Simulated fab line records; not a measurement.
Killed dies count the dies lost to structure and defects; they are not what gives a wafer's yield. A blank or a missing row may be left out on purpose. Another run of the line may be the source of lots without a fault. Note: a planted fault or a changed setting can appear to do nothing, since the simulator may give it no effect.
Lot-split experiment    flow n5Finfet    21 wafers read from 7 lots, route of 1938 steps

THE SPLIT
At N5_BEOL_M4_DESCUM_33 (chemistry O2, time 7 s), the setting timeS was moved away from the recipe's 7 s on 7 of the 21 wafers read, by -15.9% to +18.9%. For the rest of the wafers, this setting stayed at what the recipe calls for.

FROM THE SPLIT TO THE READING: what the file shows between them, 3 steps
- N5_BEOL_M4_ETCH_77: etches underlayer in N2/H2, target depth 6.5 nm, time 5.2 s
- N5_BEOL_M4_ETCH_69: etches SiARC in CF4, target depth 15.6 nm, time 26 s
- N5_BEOL_M4_ALD_98: deposits SiO2, target thk 2.5 nm, pulse time 1 s, co reactant pulse time 1 s

THE READING
CAR-EUV_of_BEOL_M4_COAT_22.thkNm (the simulator's own value, which no gauge read), in nm, at N5_BEOL_M4_ETCHBACK_99 (etches SiO2 in CHF3, target depth 5 nm, time 10.4 s). There is no usual value for it anywhere in the file. Across the 14 wafers here that went through the recipe, the average is 10.4 nm and the standard deviation 0.15 nm.

wafer   tool, chamber at the split  timeS as run, s  against the recipe  CAR-EUV_of_BEOL_M4_COAT_22.thkNm, nm  against lot-mates on the recipe
L074.1  rieDiel-03, 1,2,0           7                recipe              10.2                                  -
L074.5  rieDiel-03, 1,2,0           7                recipe              10.2                                  -
L074.2  rieDiel-03, 1,2,0           7                recipe              10.4                                  -
L076.1  rieDiel-04, 1               5.886            -15.9%              10.8                                  +0.6
L076.4  rieDiel-04, 3               7                recipe              10.2                                  -
L076.5  rieDiel-04, 3               7                recipe              10.2                                  -
L079.2  rieDiel-03, 2,1,2           7                recipe              10.6                                  -
L079.3  rieDiel-03, 2,1,2           7                recipe              10.4                                  -
L079.5  rieDiel-03, 2,1,2           7                recipe              10.4                                  -
L086.2  rieDiel-03, 2,1             6.503            -7.1%               10.8                                  +0.4
L086.3  rieDiel-03, 2,1             6.503            -7.1%               10.6                                  +0.2
L086.5  rieDiel-03, 1               7                recipe              10.4                                  -
L087.1  rieDiel-06, 3               7                recipe              10.6                                  -
L087.2  rieDiel-06, 2,3             8.32             +18.9%              10                                    -0.6
L087.6  rieDiel-06, 2,3             8.32             +18.9%              9.8                                   -0.8
L090.3  rieDiel-06, 3               7                recipe              10.2                                  -
L090.5  rieDiel-06, 2,1             7                recipe              10.4                                  -
L090.6  rieDiel-06, 2,1             7                recipe              10.4                                  -
L094.1  rieDiel-03, 1               7                recipe              10.6                                  -
L094.3  rieDiel-03, 2               7.903            +12.9%              10                                    -0.6
L094.6  rieDiel-03, 2               7.903            +12.9%              10                                    -0.6
Where a row lists several chambers, the file gives one row for several wafers and doesn't say which wafer went through which chamber.

THE FIT
A straight line over all 21 wafers: CAR-EUV_of_BEOL_M4_COAT_22.thkNm changes by -0.0282 nm for each +1% of timeS; r = -0.86; the points scatter about the line by 0.14 nm.
The same after taking each lot's own level away (the mean of its wafers on the recipe; 21 wafers): -0.0397 nm for each +1%; r = -0.97; scatter 0.086 nm.
That fit puts the effect of the largest move of timeS on the reading at 0.75 nm.
The span of the lots' own levels, 10.20 to 10.60 nm, comes to 2.7 times the standard deviation stated above.
So the slope is not independent of the lot-to-lot level: the two fits are not the same.
Check: -0.809 nm against its lot-mates is what the line predicts for one of the wafers moved furthest among these (+18.9%) when that wafer is left out of the fit. Against them it came out at -0.6 nm.

OTHER SPLITS ON THESE WAFERS
Note: prior to the reading, these wafers also went through further splits. Each is held against what the fit with the lots' levels taken away leaves over:
other split on the same wafers     wafers away from the commonest value  r with CAR-EUV_of_BEOL_M4_COAT_22.thkNm (lot level and that fit taken away)
N5_BEOL_M0_SAQP_CUT_ETCH_46 timeS  8                                     -0.23
N5_BEOL_M1_ETCH_64 timeS           8                                     -0.04
N5_BEOL_M1_COAT_68 spinRpm         3                                     +0.24
N5_BEOL_M2_HM_DEP_02 targetThkA    5                                     -0.31
N5_BEOL_M2_EXPOSE_25 doseMj        5                                     +0.18
N5_BEOL_M2_ALD_98 aldCycles        3                                     -0.01
N5_BEOL_M3_DESCUM_33 timeS         5                                     -0.22

THE WHOLE CHAIN: every reading that the file lists as answering this split, in the file's order
step                    what it does                                          reading                                                                            change (the file's fit)                 r (the file's)
N5_BEOL_M4_DESCUM_33    chemistry O2, time 7 s                                CAR-EUV_of_BEOL_M4_COAT_22.thkNm (the simulator's own value, which no gauge read)  -0.0309 nm for each +1% of the setting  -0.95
N5_BEOL_M4_ETCH_69      etches SiARC in CF4, target depth 15.6 nm, time 26 s  CAR-EUV_of_BEOL_M4_COAT_22.thkNm (the simulator's own value, which no gauge read)  -0.0319 nm for each +1% of the setting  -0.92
N5_BEOL_M4_ETCHBACK_99  etches SiO2 in CHF3, target depth 5 nm, time 10.4 s   CAR-EUV_of_BEOL_M4_COAT_22.thkNm (the simulator's own value, which no gauge read)  -0.0395 nm for each +1% of the setting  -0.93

FILE'S OWN FIT
CAR-EUV_of_BEOL_M4_COAT_22.thkNm changes by -0.0395 nm for each +1% of timeS, r = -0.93.
